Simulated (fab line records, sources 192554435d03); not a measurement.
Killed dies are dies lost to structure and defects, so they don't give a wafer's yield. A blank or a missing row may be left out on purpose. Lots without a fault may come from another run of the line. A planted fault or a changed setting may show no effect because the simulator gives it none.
Split-lot experiment | flow n5_finfet | 7 lots, 39 wafers read, on a route of 1938 steps

THE SPLIT
At N5_DUMMY_GATE_EXPOSE_12 (exposes mask GATE, target cd 25 nm), the setting dose_mj was moved away from the recipe's 34 on 15 of the 39 wafers read, by -6.6% to +4.1%. The other wafers ran this setting at the recipe's value.

FROM THE SPLIT TO THE READING: what the file shows between them, 2 steps
- N5_DUMMY_GATE_PEB_13: peb time 60 s
- N5_DUMMY_GATE_DEVELOP_14: develop time 30 s

THE READING
cd_nm, in nm, at N5_DUMMY_GATE_CD_MEAS_15 (target cd 25.8 nm). Fault-free wafers of this fab line usually give 25.04 nm, standard deviation 0.23 nm.

wafer  | tool, chamber at the split | dose_mj as run | against the recipe | cd_nm, nm | against lot-mates on the recipe
L080.1 | euv_scanner-02, 0          | 34             | recipe             | 24.71     | -
L080.2 | euv_scanner-02, 0          | 34             | recipe             | 25.16     | -
L080.3 | euv_scanner-02, 0          | 34             | recipe             | 25.20     | -
L080.4 | euv_scanner-02, 0          | 34             | recipe             | 25.32     | -
L080.5 | euv_scanner-02, 0          | 34             | recipe             | 25.08     | -
L080.6 | euv_scanner-02, 0          | 34             | recipe             | 25.07     | -
L084.1 | euv_scanner-02, 0          | 34             | recipe             | 25.04     | -
L084.2 | euv_scanner-02, 0          | 35.38          | +4.1%              | 24.15     | -0.92
L084.3 | euv_scanner-02, 0          | 35.38          | +4.1%              | 24.01     | -1.06
L084.4 | euv_scanner-02, 0          | 34             | recipe             | 25.12     | -
L084.5 | euv_scanner-02, 0          | 34             | recipe             | 25.04     | -
L084.6 | euv_scanner-02, 0          | 35.38          | +4.1%              | 23.90     | -1.17
L085.1 | euv_scanner-02, 0          | 31.76          | -6.6%              | 26.34     | +0.99
L085.2 | euv_scanner-02, 0          | 34             | recipe             | 25.37     | -
L085.3 | euv_scanner-02, 0          | 31.76          | -6.6%              | 25.97     | +0.62
L085.4 | euv_scanner-02, 0          | 31.76          | -6.6%              | 26.53     | +1.18
L085.5 | euv_scanner-02, 0          | 34             | recipe             | 25.39     | -
L085.6 | euv_scanner-02, 0          | 34             | recipe             | 25.29     | -
L090.1 | euv_scanner-01, 0          | 33.22          | -2.3%              | 25.28     | +0.26
L090.2 | euv_scanner-01, 0          | 34             | recipe             | 25.02     | -
L090.3 | euv_scanner-01, 0          | 34             | recipe             | 25.25     | -
L090.4 | euv_scanner-01, 0          | 34             | recipe             | 24.80     | -
L090.5 | euv_scanner-01, 0          | 33.22          | -2.3%              | 25.40     | +0.38
L090.6 | euv_scanner-01, 0          | 33.22          | -2.3%              | 25.44     | +0.42
L091.1 | euv_scanner-02, 0          | 34             | recipe             | 25.32     | -
L091.2 | euv_scanner-02, 0          | 35.22          | +3.6%              | 23.87     | -1.28
L091.3 | euv_scanner-02, 0          | 34             | recipe             | 24.84     | -
L091.4 | euv_scanner-02, 0          | 35.22          | +3.6%              | 24.07     | -1.08
L091.5 | euv_scanner-02, 0          | 35.22          | +3.6%              | 24.38     | -0.77
L091.6 | euv_scanner-02, 0          | 34             | recipe             | 25.30     | -
L095.1 | euv_scanner-02, 0          | 34             | recipe             | 25.14     | -
L095.2 | euv_scanner-02, 0          | 34             | recipe             | 25.23     | -
L095.3 | euv_scanner-02, 0          | 34             | recipe             | 24.73     | -
L095.4 | euv_scanner-02, 0          | 32.35          | -4.9%              | 25.44     | +0.41
L095.5 | euv_scanner-02, 0          | 32.35          | -4.9%              | 25.98     | +0.95
L095.6 | euv_scanner-02, 0          | 32.35          | -4.9%              | 25.81     | +0.78
L096.2 | euv_scanner-02, 0          | 34             | recipe             | 25.25     | -
L096.5 | euv_scanner-02, 0          | 34             | recipe             | 24.89     | -
L096.6 | euv_scanner-02, 0          | 34             | recipe             | 25.28     | -

THE FIT
A straight line over all 39 wafers: cd_nm changes by -0.196 nm for each +1% of dose_mj; r = -0.92; the points scatter about the line by 0.24 nm.
The same after taking each lot's own level away (the mean of its wafers on the recipe; 39 wafers): -0.187 nm for each +1%; r = -0.92; scatter 0.23 nm.
On that fit, the largest move of dose_mj shifts the reading by 1.2 nm.
The lots' own levels span 25.023 to 25.350 nm, that is 1.4 times the standard deviation above.
So the lot-to-lot level changes the slope little: the two slopes agree.
Check: with one of the wafers moved furthest among these (-6.6%) left out of the fit, the line predicts +1.16 nm for it against its lot-mates. It came out at +0.99 nm against them.

OTHER SPLITS ON THESE WAFERS
These wafers also went through other splits before the reading. Each is held against what the fit with the lots' levels taken away leaves over:
other split on the same wafers    | wafers away from the commonest value | r with cd_nm (lot level and that fit taken away)
N5_FIN_SAQP_HM_DEP_03 time_s      | 12                                   | -0.11
N5_FIN_SAQP_SPACER2_ALD_28 temp_c | 12                                   | -0.27

THE FILE'S OWN FIT
cd_nm changes by -0.181 nm for each +1% of dose_mj, r = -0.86.
